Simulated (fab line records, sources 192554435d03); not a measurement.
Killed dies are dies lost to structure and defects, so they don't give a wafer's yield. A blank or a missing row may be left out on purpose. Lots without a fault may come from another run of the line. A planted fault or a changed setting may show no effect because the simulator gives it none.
Chamber matching | flow n5_finfet | N5_HKMG_FIN_ETCH_54 on rie_diel-02: 4 sister chambers
The step etches SiARC in CF4, target depth 45.5 nm, time 75.8 s. 4 wafers are shown with their chamber, then 7 later ones without.

WAFERS WITH THEIR CHAMBER
wafer  | chamber | showerhead_plenum_p_Torr (Torr)
L091.4 | 2       | 2.27
L092.5 | 3       | 2.17
L093.1 | 0       | 2.03
L093.4 | 1       | 2.05

WAFERS WITHOUT THEIR CHAMBER
wafer  | showerhead_plenum_p_Torr (Torr)
L093.5 | 2.17
L094.1 | 2.17
L094.2 | 2.05
L094.3 | 2.03
L097.4 | 2.26
L097.5 | 2.05
L097.6 | 2.26

WHICH CHAMBER EACH WENT THROUGH
wafer  | from the rows above | in truth
L093.5 | 3                   | 3
L094.1 | 3                   | 3
L094.2 | 1                   | 1
L094.3 | 0                   | 0
L097.4 | 2                   | 2
L097.5 | 1                   | 1
L097.6 | 2                   | 2
Placed correctly: 7 of 7. Can't be placed from these rows: 0. Placed wrongly: 0.
How it was worked out, from the rows above alone: a wafer's distance from a chamber is the root of the sum, over the readings, of the square of ((its reading less the chamber's mean) divided by the reading's scatter). The wafer belongs to the nearest chamber; if the next one is less than 2 further off, it can't be placed. A chamber's mean is the mean of its shown wafers. The scatter: with one shown wafer a chamber, the root of the mean of the squares of how far each hidden wafer lies from its nearest shown one.
